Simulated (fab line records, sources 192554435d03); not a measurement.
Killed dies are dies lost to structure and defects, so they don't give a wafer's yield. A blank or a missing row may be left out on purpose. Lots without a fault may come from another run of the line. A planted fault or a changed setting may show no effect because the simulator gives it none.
Chamber matching | flow n5_finfet | N5_BEOL_M7_VIA_ETCH_34 on rie_diel-04: 4 sister chambers
The step etches SiCOH lowk in C4F6/O2, target depth 125.5 nm, time 50.5 s. 15 wafers are shown with their chamber, then 7 later ones without.

WAFERS WITH THEIR CHAMBER
wafer  | chamber | drypump_motor_current_A (A) | throttle_valve_pct (%) | rf_vpp_V (V)
L283.3 | 2       | 5.77                        | 20.64                  | 660
L283.4 | 1       | 5.94                        | 20.85                  | 674
L283.5 | 2       | 5.79                        | 20.63                  | 662
L285.1 | 2       | 5.74                        | 20.63                  | 661
L285.2 | 0       | 5.70                        | 21.30                  | 678
L285.5 | 0       | 5.70                        | 21.29                  | 677
L284.3 | 2       | 5.79                        | 20.63                  | 660
L284.4 | 1       | 5.91                        | 20.86                  | 673
L284.6 | 0       | 5.67                        | 21.30                  | 676
L288.3 | 0       | 5.69                        | 21.31                  | 677
L288.5 | 3       | 5.49                        | 21.12                  | 676
L291.1 | 0       | 5.69                        | 21.32                  | 676
L291.4 | 3       | 5.52                        | 21.14                  | 674
L301.2 | 1       | 5.94                        | 20.90                  | 673
L301.4 | 3       | 5.49                        | 20.86                  | 685

SIGNATURES (means of the wafers above)
reading                 | chamber 0 | chamber 1 | chamber 2 | chamber 3 | scatter within a chamber
drypump_motor_current_A | 5.6900    | 5.9300    | 5.7725    | 5.5000    | 0.0178
throttle_valve_pct      | 21.3040   | 20.8700   | 20.6325   | 21.0400   | 0.068
rf_vpp_V                | 676.80    | 673.33    | 660.75    | 678.33    | 2.61
Rule: a wafer's distance from a chamber is the root of the sum, over the readings, of the square of ((its reading less the chamber's mean) divided by the reading's scatter). The wafer belongs to the nearest chamber; if the next one is less than 2 further off, it can't be placed. The scatter: the root of (the sum of the squares of (reading less its chamber's mean) over the shown wafers, divided by (wafers less chambers)).

WAFERS WITHOUT THEIR CHAMBER
wafer  | drypump_motor_current_A (A) | throttle_valve_pct (%) | rf_vpp_V (V)
L301.6 | 5.94                        | 20.89                  | 674
L304.4 | 5.49                        | 20.87                  | 685
L304.5 | 5.49                        | 20.87                  | 685
L304.6 | 5.76                        | 20.67                  | 662
L306.2 | 5.91                        | 20.89                  | 674
L306.3 | 5.68                        | 21.36                  | 676
L306.6 | 5.91                        | 20.90                  | 674

WHICH CHAMBER EACH WENT THROUGH
wafer  | from the rows above | in truth
L301.6 | 1                   | 1
L304.4 | 3                   | 3
L304.5 | 3                   | 3
L304.6 | 2                   | 2
L306.2 | 1                   | 1
L306.3 | 0                   | 0
L306.6 | 1                   | 1
Placed correctly: 7 of 7. Can't be placed from these rows: 0. Placed wrongly: 0.
